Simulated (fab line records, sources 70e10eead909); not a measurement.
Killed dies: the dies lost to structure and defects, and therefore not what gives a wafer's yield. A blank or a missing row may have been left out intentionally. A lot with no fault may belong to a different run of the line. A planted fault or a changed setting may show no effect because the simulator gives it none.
A lot that was struck, set against a sound lot / flow nandHarc / 13 steps out of a route of 1302
Sound: wafers L190.1, L190.2, L190.4. Wafers struck: L199.1, L199.2, L199.3. The cause is named last.
Per side, at each step with rows, come the tool, then ch with its chambers, and then its first start. Under that, the readings that differ: sound wafers / struck wafers / difference of the means / sigmas: that difference in standard deviations of wafers without a fault.
alike: readings whose means differ by less than 2 such deviations, and words and numbers that are the same on both sides. not compared: withheld readings, readings that some wafer has no value for, bounds like >300 that may hide the same value, and numbers for which the record gives no deviation and whose values overlap.
Wherever a step has rows on one side only, a row that says differs or no value, or a row with sigmas, the two part there. Non-overlapping numbers with no deviation appear without sigmas and do not part them. Lack of a reading on every wafer of one side parts them only where that side has two or more wafers.

NHARC_A_CHANNEL_FILL_D1_ALD_15: deposits SiNx, target thk 2 nm, pulse time 60 s, ald cycles 19.
  sound: aldSinBatch-02 ch 0; struck: aldSinBatch-02 ch 0
  alike: chamberPressureTorr, precursorPulseHeightRel
NHARC_A_CHANNEL_FILL_D1_ALD_16: deposits SiO2, target thk 1.5 nm, pulse time 10 s, ald cycles 15.
  sound on aldHk-03 ch 0,1,3, day 10 10:38; struck on aldHk-03 ch 0,2,3, day 14 00:34
  alike: heaterPowerOuterW, heaterPowerW, precursorPulseHeightRel
then, 2 steps without rows for these wafers: NHARC_A_CHANNEL_FILL_D1_ANNEAL_17 (time 1800 s); NHARC_A_CHANNEL_FILL_D1_CVD_18 (deposits poly-Si, target thk 3 nm).
NHARC_A_CHANNEL_FILL_D1_ETCHBACK_19: etches the open film in HBr/Cl2, target depth 5 nm, time 1.7 s.
  sound on rieSi-05 ch 0,1,3, day 10 22:56; struck on rieSi-03 ch 0,1,2, day 14 12:31
reading=rfHoursCounterH (h); sound=0.50 0.41 0.44; struck=0.58 0.52 0.52; difference=+0.09; sigmas=
  alike: drypumpMotorCurrentA, oesProductAu, throttleValvePct
then, 1 step without rows for these wafers: NHARC_A_CHANNEL_FILL_D1_ETCHBACK_20 (etches the open film in C4F8/O2/Ar, target depth 27 nm, time 13.5 s).
NHARC_A_CHANNEL_FILL_D1_STRIP_28: strips in O2, time 20 s.
  sound on rieDiel-07 ch 0,1,3, day 10 23:08; struck on rieDiel-07 ch 0,1,3, day 14 12:44
reading=rfHoursCounterH (h); sound=7.3 6.9 6.9; struck=1.3 1.6 1.8; difference=-5.5; sigmas=
  alike: drypumpMotorCurrentA, oesProductAu, rfVppV, showerheadPlenumPTorr, throttleValvePct
then, 4 steps without rows for these wafers: NHARC_A_CHANNEL_FILL_D1_PRECLEAN_21 (cleans in dHF, time 30 s); NHARC_A_CHANNEL_FILL_D1_SRD_23; NHARC_A_CHANNEL_FILL_D1_CVD_05 (deposits poly-Si, target thk 5 nm); NHARC_A_CHANNEL_FILL_D1_ANNEAL_22 (time 7200 s).
NHARC_A_CHANNEL_FILL_D1_ALD_25: deposits SiOx, target thk 60 nm, pulse time 10 s, ald cycles 600.
  sound on aldHk-04 ch 0,1,2, day 11 14:50; struck on aldHk-02 ch 0,1,3, day 15 00:38
  no value came back on the struck wafers for aldCycles, heaterPowerOuterW (W), heaterPowerW (W), precursorPulseHeightRel; on the sound wafers aldCycles reads 600 600 600
NHARC_A_CHANNEL_FILL_D1_ETCHBACK_08: etches the open film in C4F8, target depth 220 nm, time 110 s.
  sound: rieDiel-07 ch 0,1,2; struck: rieDiel-07 ch 1,2,3
reading=rfHoursCounterH (h); sound=8.0 7.4 7.4; struck=1.9 1.7 2.0; difference=-5.7; sigmas=
  alike: oesProductAu, rfVppV

WHERE THEY PART
Only at NHARC_A_CHANNEL_FILL_D1_ALD_25, within this record. Later steps at which nothing parts them and some readings are alike: NHARC_A_CHANNEL_FILL_D1_ETCHBACK_08.

WHY: whatever the simulator had introduced
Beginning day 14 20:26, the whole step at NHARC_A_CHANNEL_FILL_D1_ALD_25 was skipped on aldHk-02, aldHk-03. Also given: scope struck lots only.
